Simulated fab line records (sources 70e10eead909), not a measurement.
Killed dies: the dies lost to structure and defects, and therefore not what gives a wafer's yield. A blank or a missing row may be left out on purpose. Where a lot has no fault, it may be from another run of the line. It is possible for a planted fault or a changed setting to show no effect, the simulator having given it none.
Code-filled problem report in 8D (eight disciplines) form / flow nand harc / the parts of the form that need people (team, actions taken, sign-off) are left out

1. THE ISSUE
Mean of killed at periphery at NHARC_END_SORT_01: 316.7 across 3 wafers in 2 lots; on wafers with no fault it is 3.6 (standard deviation 2.3). That is +99 or more standard deviations from the usual mean.
First observed at day 22 15:47: wafer L362.3, on prober-02. Wafers with a number at this step in the record: 6, from 2 lots. Rule for "out", or "out of limits": more than 4 standard deviations from the usual mean. Any other wafer with a number is counted as sound.

2. WHAT IT IS AND WHAT IT IS NOT
question=which readings at this step | is=killed at periphery, defect limited yield, killed dies, sort_bin_2_pct, sort_bin_3_pct, sort_bin_4_pct, sort n pass, sort rim yield pct, sort yield pct | is not=killed at array, killed at other, killed open, killed short
question=which lots | is=L362, L365 | is not=-
question=which wafers of those lots | is=L362.3, L365.1, L365.4 | is not=L362.2, L362.4, L365.2
question=read on which gauges | is=prober-02 | is not=-
question=when | is=from day 22 15:47 | is not=up to then (1 sound wafer); but 2 sound wafers of L362, L365 came after

3. SUSPECTS, AND WHAT RULES EACH OUT
Counting: any tool at a process step up to the reading remains a suspect provided it ran every lot that is out. Sound lots after the first of them don't rule it out here, since some wafers of a struck lot are sound.
- the gauge at NHARC_END_SORT_01: kept. All the wafers that are out were read on prober-02, and no step on other tools shows them out.
- ecd cu-01 at NHARC_P_M2_ECD_22 (material Cu, target thk 400 nm): kept. It ran every lot that is out, first L362 (day 8 18:11).
The count leaves prober-02 at NHARC_END_SORT_01 and ecd cu-01 at NHARC_P_M2_ECD_22.

4. THE CAUSE (what the simulator had put in)
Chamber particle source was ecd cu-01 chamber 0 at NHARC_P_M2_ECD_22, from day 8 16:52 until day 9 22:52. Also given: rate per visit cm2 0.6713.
After counting, 2 suspects remain, this tool included.

5. THE EFFECT CHAIN, in route order
Each row: a reading where the mean over the struck wafers with a number is more than 3 standard deviations away from the usual. Readings are gone through only where the record gives a usual standard deviation; hours: the median, over the lots, of the time from a lot's start at the first step in this table giving one to that lot's start at this step; sigmas: the change measured in usual standard deviations.
hours=0; step=NHARC_END_SORT_01; reading=defect limited yield; usual=95.8 %; on struck wafers=50.4; change=-45.4; sigmas=-35
hours=0; step=NHARC_END_SORT_01; reading=killed at periphery; usual=3.6; on struck wafers=316.7; change=+313.1; sigmas=+99 or more
hours=0; step=NHARC_END_SORT_01; reading=killed dies; usual=28; on struck wafers=336; change=+308; sigmas=+35
hours=0; step=NHARC_END_SORT_01; reading=sort_bin_2_pct; usual=1.3 %; on struck wafers=18.0; change=+16.7; sigmas=+29
hours=0; step=NHARC_END_SORT_01; reading=sort_bin_3_pct; usual=0.22 %; on struck wafers=3.35; change=+3.13; sigmas=+16
hours=0; step=NHARC_END_SORT_01; reading=sort_bin_4_pct; usual=2.7 %; on struck wafers=28.3; change=+25.6; sigmas=+29
hours=0; step=NHARC_END_SORT_01; reading=sort n pass; usual=649; on struck wafers=341; change=-308; sigmas=-35
hours=0; step=NHARC_END_SORT_01; reading=sort rim yield pct; usual=95 %; on struck wafers=48; change=-47; sigmas=-15
hours=0; step=NHARC_END_SORT_01; reading=sort yield pct; usual=95.8 %; on struck wafers=50.4; change=-45.4; sigmas=-35

6. HOW IT WOULD HAVE BEEN CAUGHT EARLIER
The first out-of-limits reading at a measuring or inspecting step in this record came at day 22 15:47, 335 hours after the fault's start at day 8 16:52.
The start of NHARC_P_M2_ECD_22 on ecd cu-01 came by day 22 15:47 for every one of the lots that are out (2). Had the tool been put on hold then, not one of them would have been saved.
